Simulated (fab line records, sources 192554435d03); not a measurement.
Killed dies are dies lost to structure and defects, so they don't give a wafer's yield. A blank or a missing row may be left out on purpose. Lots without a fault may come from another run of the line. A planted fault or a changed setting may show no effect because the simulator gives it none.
Chamber matching | flow n5_finfet | N5_BEOL_M2_PECVD_72 on pecvd-02: 3 sister chambers
The step deposits SiO2 from TEOS/O2, target thk 16 nm, time 18 s. 16 wafers are shown with their chamber, then 8 later ones without.

WAFERS WITH THEIR CHAMBER
wafer  | chamber | throttle_valve_pct (%) | rf_fwd_power_W (W) | heater_power_outer_w (W)
L078.1 | 0       | 23.4                   | 443.9              | 419
L078.2 | 2       | 21.7                   | 447.2              | 381
L078.4 | 0       | 23.5                   | 443.2              | 417
L080.1 | 0       | 23.5                   | 442.0              | 425
L080.4 | 2       | 21.5                   | 446.3              | 366
L080.6 | 0       | 23.3                   | 443.4              | 424
L082.2 | 1       | 21.7                   | 444.6              | 531
L082.3 | 0       | 23.4                   | 444.3              | 390
L082.6 | 0       | 23.5                   | 442.8              | 395
L084.1 | 0       | 23.4                   | 442.8              | 459
L084.2 | 1       | 21.5                   | 442.4              | 529
L084.5 | 0       | 23.5                   | 442.9              | 465
L085.2 | 2       | 21.3                   | 447.1              | 406
L085.4 | 1       | 21.6                   | 442.2              | 448
L085.5 | 2       | 21.7                   | 448.1              | 393
L086.1 | 0       | 23.7                   | 443.6              | 394

SIGNATURES (means of the wafers above)
reading              | chamber 0 | chamber 1 | chamber 2 | scatter within a chamber
throttle_valve_pct   | 23.467    | 21.600    | 21.550    | 0.133
rf_fwd_power_W       | 443.211   | 443.067   | 447.175   | 0.828
heater_power_outer_w | 420.89    | 502.67    | 386.50    | 29.3
Rule: a wafer's distance from a chamber is the root of the sum, over the readings, of the square of ((its reading less the chamber's mean) divided by the reading's scatter). The wafer belongs to the nearest chamber; if the next one is less than 2 further off, it can't be placed. The scatter: the root of (the sum of the squares of (reading less its chamber's mean) over the shown wafers, divided by (wafers less chambers)).

WAFERS WITHOUT THEIR CHAMBER
wafer  | throttle_valve_pct (%) | rf_fwd_power_W (W) | heater_power_outer_w (W)
L086.2 | 21.2                   | 444.6              | 453
L086.4 | 21.4                   | 447.3              | 320
L090.1 | 21.7                   | 446.5              | 402
L090.2 | 21.5                   | 444.3              | 529
L090.4 | 21.8                   | 447.7              | 396
L097.1 | 23.6                   | 442.6              | 405
L097.4 | 23.7                   | 443.4              | 401
L097.5 | 23.5                   | 444.5              | 416

WHICH CHAMBER EACH WENT THROUGH
wafer  | from the rows above     | in truth
L086.2 | can't be placed: 1 or 2 | 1
L086.4 | 2                       | 2
L090.1 | 2                       | 2
L090.2 | 1                       | 1
L090.4 | 2                       | 2
L097.1 | 0                       | 0
L097.4 | 0                       | 0
L097.5 | 0                       | 0
Placed correctly: 7 of 8. Can't be placed from these rows: 1 (the true chamber is among the candidates in 1). Placed wrongly: 0.
